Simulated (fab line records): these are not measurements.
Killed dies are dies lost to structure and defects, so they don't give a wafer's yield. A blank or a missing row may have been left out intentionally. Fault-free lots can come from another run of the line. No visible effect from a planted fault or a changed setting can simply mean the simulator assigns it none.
Split-lot experiment :: flow n5Finfet :: 7 lots, 21 wafers read, on a route of 1938 steps

== ABOUT THE SPLIT ==
At N5_FIN_CUT_COAT_19 (time 60 s, resist thk 20 nm), the setting spinRpm was moved away from the recipe's 1500 rpm on 10 of the 21 wafers read, by -5.3% to +7.1%. For the rest of the wafers, this setting stayed at what the recipe calls for.

== FROM THE SPLIT TO THE READING: what the file shows between them, 5 steps ==
- N5_FIN_CUT_COAT_29: time 60 s, resist thk 10 nm
- N5_FIN_CUT_COAT_02: resist thk 30 nm
- N5_FIN_CUT_DESCUM_13: chemistry O2, time 7 s
- N5_FIN_CUT_ETCH_30: etches underlayer in N2/H2, target depth 13 nm, time 10.4 s
- N5_FIN_CUT_ETCH_20: etches SiARC in CF4, target depth 26 nm, time 43.3 s

== THE READING ==
SiARC_of_FIN_CUT_COAT_19.thkNm (the simulator's own value, which no gauge read), in nm, at N5_FIN_CUT_ETCH_21 (etches SOC in N2/H2, target depth 219 nm, overetch 43.8 nm, time 523.5 s). There is no usual value for it anywhere in the file. Across the 11 wafers here that went through the recipe, the average is 11.9 nm and the standard deviation 0.16 nm.

wafer: L074.2
tool, chamber at the split: lithoTrack-02, 0
spinRpm as run, rpm: 1607
against the recipe: +7.1%
SiARC_of_FIN_CUT_COAT_19.thkNm, nm: 11.2
against lot-mates on the recipe: -0.5

wafer: L074.3
tool, chamber at the split: lithoTrack-02, 0
spinRpm as run, rpm: 1500
against the recipe: recipe
SiARC_of_FIN_CUT_COAT_19.thkNm, nm: 11.8
against lot-mates on the recipe: -

wafer: L074.6
tool, chamber at the split: lithoTrack-02, 0
spinRpm as run, rpm: 1500
against the recipe: recipe
SiARC_of_FIN_CUT_COAT_19.thkNm, nm: 11.6
against lot-mates on the recipe: -

wafer: L081.3
tool, chamber at the split: lithoTrack-04, 0
spinRpm as run, rpm: 1590
against the recipe: +6.0%
SiARC_of_FIN_CUT_COAT_19.thkNm, nm: 11.2
against lot-mates on the recipe: no lot-mate on the recipe

wafer: L081.4
tool, chamber at the split: lithoTrack-04, 0
spinRpm as run, rpm: 1590
against the recipe: +6.0%
SiARC_of_FIN_CUT_COAT_19.thkNm, nm: 11.4
against lot-mates on the recipe: no lot-mate on the recipe

wafer: L081.6
tool, chamber at the split: lithoTrack-04, 0
spinRpm as run, rpm: 1590
against the recipe: +6.0%
SiARC_of_FIN_CUT_COAT_19.thkNm, nm: 11.4
against lot-mates on the recipe: no lot-mate on the recipe

wafer: L084.1
tool, chamber at the split: lithoTrack-04, 0
spinRpm as run, rpm: 1421
against the recipe: -5.3%
SiARC_of_FIN_CUT_COAT_19.thkNm, nm: 12.6
against lot-mates on the recipe: +0.6

wafer: L084.3
tool, chamber at the split: lithoTrack-04, 0
spinRpm as run, rpm: 1421
against the recipe: -5.3%
SiARC_of_FIN_CUT_COAT_19.thkNm, nm: 12.6
against lot-mates on the recipe: +0.6

wafer: L084.4
tool, chamber at the split: lithoTrack-04, 0
spinRpm as run, rpm: 1500
against the recipe: recipe
SiARC_of_FIN_CUT_COAT_19.thkNm, nm: 12
against lot-mates on the recipe: -

wafer: L087.1
tool, chamber at the split: lithoTrack-04, 0
spinRpm as run, rpm: 1500
against the recipe: recipe
SiARC_of_FIN_CUT_COAT_19.thkNm, nm: 12
against lot-mates on the recipe: -

wafer: L087.2
tool, chamber at the split: lithoTrack-04, 0
spinRpm as run, rpm: 1455
against the recipe: -3.0%
SiARC_of_FIN_CUT_COAT_19.thkNm, nm: 12
against lot-mates on the recipe: +0.1

wafer: L087.5
tool, chamber at the split: lithoTrack-04, 0
spinRpm as run, rpm: 1500
against the recipe: recipe
SiARC_of_FIN_CUT_COAT_19.thkNm, nm: 11.8
against lot-mates on the recipe: -

wafer: L090.2
tool, chamber at the split: lithoTrack-02, 0
spinRpm as run, rpm: 1425
against the recipe: -5.0%
SiARC_of_FIN_CUT_COAT_19.thkNm, nm: 12.6
against lot-mates on the recipe: +0.6

wafer: L090.5
tool, chamber at the split: lithoTrack-02, 0
spinRpm as run, rpm: 1500
against the recipe: recipe
SiARC_of_FIN_CUT_COAT_19.thkNm, nm: 12
against lot-mates on the recipe: -

wafer: L090.6
tool, chamber at the split: lithoTrack-02, 0
spinRpm as run, rpm: 1425
against the recipe: -5.0%
SiARC_of_FIN_CUT_COAT_19.thkNm, nm: 12.4
against lot-mates on the recipe: +0.4

wafer: L091.1
tool, chamber at the split: lithoTrack-05, 0
spinRpm as run, rpm: 1500
against the recipe: recipe
SiARC_of_FIN_CUT_COAT_19.thkNm, nm: 11.8
against lot-mates on the recipe: -

wafer: L091.3
tool, chamber at the split: lithoTrack-05, 0
spinRpm as run, rpm: 1500
against the recipe: recipe
SiARC_of_FIN_CUT_COAT_19.thkNm, nm: 12.2
against lot-mates on the recipe: -

wafer: L091.6
tool, chamber at the split: lithoTrack-05, 0
spinRpm as run, rpm: 1561
against the recipe: +4.1%
SiARC_of_FIN_CUT_COAT_19.thkNm, nm: 11.4
against lot-mates on the recipe: -0.6

wafer: L093.2
tool, chamber at the split: lithoTrack-02, 0
spinRpm as run, rpm: 1500
against the recipe: recipe
SiARC_of_FIN_CUT_COAT_19.thkNm, nm: 11.8
against lot-mates on the recipe: -

wafer: L093.3
tool, chamber at the split: lithoTrack-02, 0
spinRpm as run, rpm: 1500
against the recipe: recipe
SiARC_of_FIN_CUT_COAT_19.thkNm, nm: 11.8
against lot-mates on the recipe: -

wafer: L093.4
tool, chamber at the split: lithoTrack-02, 0
spinRpm as run, rpm: 1500
against the recipe: recipe
SiARC_of_FIN_CUT_COAT_19.thkNm, nm: 12
against lot-mates on the recipe: -

FIT RESULTS
A straight line over all 21 wafers: SiARC_of_FIN_CUT_COAT_19.thkNm changes by -0.107 nm for each +1% of spinRpm; r = -0.94; the points scatter about the line by 0.15 nm.
The same after taking each lot's own level away (the mean of its wafers on the recipe; 18 wafers): -0.0969 nm for each +1%; r = -0.92; scatter 0.14 nm.
According to that fit, moving spinRpm by its largest amount changes the reading by 0.69 nm.
The lots' own levels span 11.70 to 12.00 nm, that is 1.9 times the standard deviation above.
Thus the slope moves with the lot-to-lot level: the two fits are different.
Check: for one of the wafers moved furthest among these (+7.1%), held out of the fit, the line's prediction against its lot-mates is -0.822 nm. It came out at -0.5 nm against them.

== OTHER SPLITS ON THESE WAFERS ==
Before the reading, these wafers also passed through other splits. Each is held against what the fit with the lots' levels taken away leaves over:
other split on the same wafers: N5_PMOS_HMC_CHANNEL_EPI_PEB_07 pebTimeS
wafers away from the commonest value: 6
r with SiARC_of_FIN_CUT_COAT_19.thkNm (lot level and that fit taken away): +0.14

other split on the same wafers: N5_PMOS_HMC_CHANNEL_EPI_DEVELOP_08 developTimeS
wafers away from the commonest value: 4
r with SiARC_of_FIN_CUT_COAT_19.thkNm (lot level and that fit taken away): -0.23

other split on the same wafers: N5_FIN_SAQP_ETCH_65 timeS
wafers away from the commonest value: 7
r with SiARC_of_FIN_CUT_COAT_19.thkNm (lot level and that fit taken away): +0.01

== THE WHOLE CHAIN: every reading that the file lists as answering this split, in the file's order ==
step: N5_FIN_CUT_COAT_19
what it does: time 60 s, resist thk 20 nm
reading: SiARC_of_FIN_CUT_COAT_19.thkNm (the simulator's own value, which no gauge read)
change (the file's fit): -0.094 nm for each +1% of the setting
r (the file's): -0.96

step: N5_FIN_CUT_ETCH_20
what it does: etches SiARC in CF4, target depth 26 nm, time 43.3 s
reading: etch.depthNm (the simulator's own value, which no gauge read)
change (the file's fit): -0.0998 nm for each +1% of the setting
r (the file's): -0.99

step: N5_FIN_CUT_ETCH_21
what it does: etches SOC in N2/H2, target depth 219 nm, overetch 43.8 nm, time 523.5 s
reading: SiARC_of_FIN_CUT_COAT_19.thkNm (the simulator's own value, which no gauge read)
change (the file's fit): -0.0926 nm for each +1% of the setting
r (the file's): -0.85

== FILE'S OWN FIT ==
SiARC_of_FIN_CUT_COAT_19.thkNm changes by -0.0926 nm for each +1% of spinRpm, r = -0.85.
